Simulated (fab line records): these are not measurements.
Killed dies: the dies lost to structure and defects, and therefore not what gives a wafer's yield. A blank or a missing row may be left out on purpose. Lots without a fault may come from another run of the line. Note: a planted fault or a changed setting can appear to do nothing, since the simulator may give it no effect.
Lot-split experiment    flow n5Finfet    21 wafers read from 7 lots, route of 1938 steps

== ON THE SPLIT ==
At N5_PMOS_HMC_CHANNEL_EPI_PEB_07 (peb time 60 s), the setting pebTempC was moved away from the recipe's 110 C on 9 of the 21 wafers read, by +1.3% to +3.2%. This setting was run at the recipe's value on the other wafers.

== BETWEEN THE SPLIT AND THE READING: the file shows 1 step in between ==
- N5_PMOS_HMC_CHANNEL_EPI_DEVELOP_08: develop time 30 s (also split here: developTimeS)

== THE READING ==
cdNm at N5_PMOS_HMC_CHANNEL_EPI_CD_MEAS_09, given in nm (cd target 237.4 nm). Typical for fault-free wafers on this fab line: 237.4 nm, with standard deviation 1.1 nm.

wafer   tool, chamber at the split  pebTempC as run, C  against the recipe  cdNm, nm  against lot-mates on the recipe
L076.1  lithoTrack-02, 0            110                 recipe              238.3     -
L076.2  lithoTrack-02, 0            110                 recipe              238.0     -
L076.4  lithoTrack-02, 0            110                 recipe              236.5     -
L082.1  lithoTrack-02, 0            111.8               +1.6%               242.5     +5.1
L082.2  lithoTrack-02, 0            110                 recipe              238.2     -
L082.6  lithoTrack-02, 0            110                 recipe              236.7     -
L089.2  lithoTrack-02, 0            110                 recipe              237.7     -
L089.3  lithoTrack-02, 0            110                 recipe              237.4     -
L089.6  lithoTrack-02, 0            110                 recipe              236.2     -
L092.1  lithoTrack-05, 0            110                 recipe              237.4     -
L092.4  lithoTrack-05, 0            111.4               +1.3%               241.5     +4.1
L092.5  lithoTrack-05, 0            111.4               +1.3%               240.6     +3.2
L093.4  lithoTrack-05, 0            113.5               +3.2%               247.2     +11.7
L093.5  lithoTrack-05, 0            113.5               +3.2%               247.9     +12.4
L093.6  lithoTrack-05, 0            110                 recipe              235.5     -
L094.1  lithoTrack-02, 0            110                 recipe              237.2     -
L094.5  lithoTrack-02, 0            111.4               +1.3%               243.7     +6.5
L094.6  lithoTrack-02, 0            111.4               +1.3%               242.7     +5.5
L096.1  lithoTrack-03, 0            110                 recipe              236.0     -
L096.2  lithoTrack-03, 0            111.5               +1.4%               239.6     +3.6
L096.6  lithoTrack-03, 0            111.5               +1.4%               242.3     +6.3

FIT RESULTS
A straight line over all 21 wafers: cdNm changes by +3.34 nm for each +1% of pebTempC; r = +0.96; the points scatter about the line by 1.1 nm.
The same after taking each lot's own level away (the mean of its wafers on the recipe; 21 wafers): +3.73 nm for each +1%; r = +0.97; scatter 0.91 nm.
According to that fit, moving pebTempC by its largest amount changes the reading by 12 nm.
The span of the lots' own levels, 235.50 to 237.60 nm, comes to 1.9 times the standard deviation stated above.
Hence the slope depends on the lot-to-lot level, as the two fits are not the same.
Check: +11.9 nm against its lot-mates is what the line predicts for one of the wafers moved furthest among these (+3.2%) when that wafer is left out of the fit. It came out at +11.7 nm against them.

== THE OTHER SPLITS THESE WAFERS WENT THROUGH ==
Before the reading, these wafers also passed through other splits. Each is held against what the fit with the lots' levels taken away leaves over:
other split on the same wafers                   wafers away from the commonest value  r with cdNm (lot level and that fit taken away)
N5_ZERO_LAYER_EXPOSE_08 doseMj                   7                                     +0.33
N5_ZERO_LAYER_DEVELOP_10 developTimeS            5                                     +0.19
N5_PMOS_HMC_CHANNEL_EPI_DEVELOP_08 developTimeS  4                                     -0.15

== THE WHOLE CHAIN: every reading that the file lists as answering this split, in the file's order ==
step                                what it does                                                       reading                                                                     change (the file's fit)               r (the file's)
N5_PMOS_HMC_CHANNEL_EPI_CD_MEAS_09  target cd 237.4 nm                                                 cdNm                                                                        +3.65 nm for each +1% of the setting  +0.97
N5_PMOS_HMC_CHANNEL_EPI_DESCUM_14   chemistry O2, time 7.9 s                                           PMOS_HMC_CHANNEL_EPI.cdNm (the simulator's own value, which no gauge read)  +3.56 nm for each +1% of the setting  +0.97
N5_PMOS_HMC_CHANNEL_EPI_HM_OPEN_15  chemistry CHF3/O2, target SiO2, target depth 40.6 nm, time 20.3 s  PMOS_HMC_CHANNEL_EPI.cdNm (the simulator's own value, which no gauge read)  +3.55 nm for each +1% of the setting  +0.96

== FILE'S OWN FIT ==
cdNm changes by +3.65 nm for each +1% of pebTempC, r = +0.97.
